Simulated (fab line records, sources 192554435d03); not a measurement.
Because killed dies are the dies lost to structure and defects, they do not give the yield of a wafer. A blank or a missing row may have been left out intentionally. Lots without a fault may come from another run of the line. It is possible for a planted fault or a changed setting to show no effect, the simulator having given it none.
A struck lot beside a sound one    flow n5-finfet    23 out of 1938 route steps
Sound: the wafers L322.1, L322.4, L322.6. Struck: wafer L325.6; the same lot's L325.3 was not struck, so it is left out; see the end for the cause.
For every step that has rows: the tool of each side, followed by ch and its chambers, followed by its first start. Under that, the readings that differ: sound wafers    struck wafers    difference of the means    sigmas: that difference in standard deviations of wafers without a fault.
alike: same words and numbers on both sides, and readings whose means sit less than 2 such deviations apart. not compared: any withheld reading, any reading some wafer has no value for, any bound like >300 that may hide the same value, and any number with overlapping values for which the record gives no deviation.
A row with sigmas, a row that says differs or no value, or rows on one side alone: a step with any of these is where the two part. Numbers that don't overlap but have no deviation are shown without sigmas and don't part them. A reading missing from all wafers of one side parts the sides only when that side holds two or more wafers.

first, 1 step without rows for these wafers: N5_BEOL_M8_ILD_DEP_00 (deposits SiCOH lowk from DEMS/porogen, target thk 179.75 nm, time 33.4 s).
N5_BEOL_M8_CURE_74: cures SiCOH lowk, time 240 s.
  sound on uv-cure-01 ch 0, day 11 07:26; struck on uv-cure-03 ch 1, day 12 12:07
  alike: lamp-power-pct, wafer_temp_C_max
N5_BEOL_M8_THK_MEAS_01:
  sound on film-metro-02, day 11 08:26; struck on film-metro-02, day 12 12:28
  alike: M8_ILD_THK
then, 1 step without rows for these wafers: N5_BEOL_M8_PECVD_70 (deposits SiO2 from TEOS/O2, target thk 20 nm, time 22.7 s).
N5_BEOL_M8_HM_DEP_02: deposits TiN, target thk 20 nm.
  sound on pvd-sputter-03, day 11 09:06; struck on pvd-sputter-02, day 12 14:46
  alike: throttle-valve-pct
then, 7 steps without rows for these wafers: N5_BEOL_M8_COAT_59 (time 60 s, resist thk 100 nm); N5_BEOL_M8_COAT_60 (time 60 s, resist thk 35 nm); N5_BEOL_M8_COAT_05 (resist thk 90 nm); N5_BEOL_M8_EBR_07; N5_BEOL_M8_SOFTBAKE_06 (time 60 s); N5_BEOL_M8_EXPOSE_08 (exposes mask M8); N5_BEOL_M8_PEB_09 (peb time 60 s).
N5_BEOL_M8_DEVELOP_10: develop time 30 s.
  sound on litho-track-04 ch 0, day 11 09:32; struck on litho-track-03 ch 0, day 12 15:05
N5_BEOL_M8_CD_MEAS_11: target cd 38.5 nm.
  sound on cd-sem-03 ch 0, day 11 09:36; struck on cd-sem-01 ch 0, day 12 15:08
  alike: cd-nm
N5_BEOL_M8_OVL_MEAS_12:
  sound on overlay-02 ch 0, day 11 09:38; struck on overlay-02 ch 0, day 12 15:10
  alike: M8_OVL
N5_BEOL_M8_INSPECT_13: inspects for defects (brightfield).
  sound on defect-inspect-01, day 11 09:39; struck on defect-inspect-01, day 12 15:11
  alike: raw-defect-count
N5_BEOL_M8_DESCUM_16: chemistry O2, time 7.9 s.
  sound on rie-diel-06 ch 1,3, day 11 12:13; struck on rie-diel-05 ch 0, day 12 15:18
reading                      sound              struck  difference  sigmas
drypump-motor-current-A (A)  4.9 5.8 5.8        6.4     +0.9        +2
throttle-valve-pct (%)       20.61 20.61 20.63  20.00   -0.62       -3
  alike: chamber-pressure-mTorr, oes-product-au, rf-vpp-V, showerhead-plenum-p-Torr
  not compared: rf-hours-counter-h
N5_BEOL_M8_ETCH_61: etches SiARC in CF4, target depth 45.5 nm, time 75.8 s.
  sound on rie-diel-06 ch 1,3, day 11 12:16; struck on rie-diel-05 ch 0, day 12 15:20
reading                          sound              struck  difference  sigmas
drypump-motor-current-A (A)      4.9 5.8 5.8        6.5     +1.0        +2
throttle-valve-pct (%)           15.67 15.86 15.86  15.11   -0.69       -3
model.BEOL_M8.cd-offset-nm (nm)  -0.2 -0.2 -0.6     -1      -1          
  alike: chamber-pressure-mTorr, etch-rf-on-time-s, oes-product-au, rf-vpp-V, showerhead-plenum-p-Torr
  not compared: rf-hours-counter-h
N5_BEOL_M8_ETCH_62: etches SOC in N2/H2, target depth 110 nm, overetch 22 nm, time 165 s.
  sound on rie-diel-06 ch 1,3, day 11 12:19; struck on rie-diel-05 ch 0, day 12 15:24
reading                      sound              struck  difference  sigmas
drypump-motor-current-A (A)  4.9 5.8 5.8        6.4     +0.9        +2
throttle-valve-pct (%)       18.02 18.02 18.03  17.37   -0.65       -3
  alike: chamber-pressure-mTorr, oes-product-au, rf-vpp-V, showerhead-plenum-p-Torr
  not compared: rf-hours-counter-h
then, 2 steps without rows for these wafers: N5_BEOL_M8_STRIP_68 (strips in N2/H2); N5_BEOL_M8_STRIP_67 (strips in CF4).
N5_BEOL_M8_HM_OPEN_17: chemistry Cl2/BCl3, target TiN, target depth 20 nm, overetch 6 nm.
  sound on rie-metal-03 ch 0, day 11 12:30; struck on rie-metal-02 ch 1, day 12 15:37
reading                      sound           struck  difference  sigmas
drypump-motor-current-A (A)  6.04 6.05 5.99  5.34    -0.69       -3
  alike: chamber-pressure-mTorr, oes-product-au, throttle-valve-pct
  not compared: rf-hours-counter-h, model.BEOL_M8.cd-offset-nm
N5_BEOL_M8_STRIP_19: strips in O2.
  sound on rie-diel-03 ch 2,3, day 11 12:43; struck on rie-diel-03 ch 1, day 12 15:41
reading                sound           struck  difference  sigmas
oes-product-au (a.u.)  0.86 0.67 0.68  0.92    +0.18       +2
  alike: chamber-pressure-mTorr, drypump-motor-current-A, rf-vpp-V, showerhead-plenum-p-Torr, throttle-valve-pct
  not compared: rf-hours-counter-h

WHERE THEY PART
First at N5_BEOL_M8_DESCUM_16; last, within this record, at N5_BEOL_M8_STRIP_19.

WHY: what the simulator had put in
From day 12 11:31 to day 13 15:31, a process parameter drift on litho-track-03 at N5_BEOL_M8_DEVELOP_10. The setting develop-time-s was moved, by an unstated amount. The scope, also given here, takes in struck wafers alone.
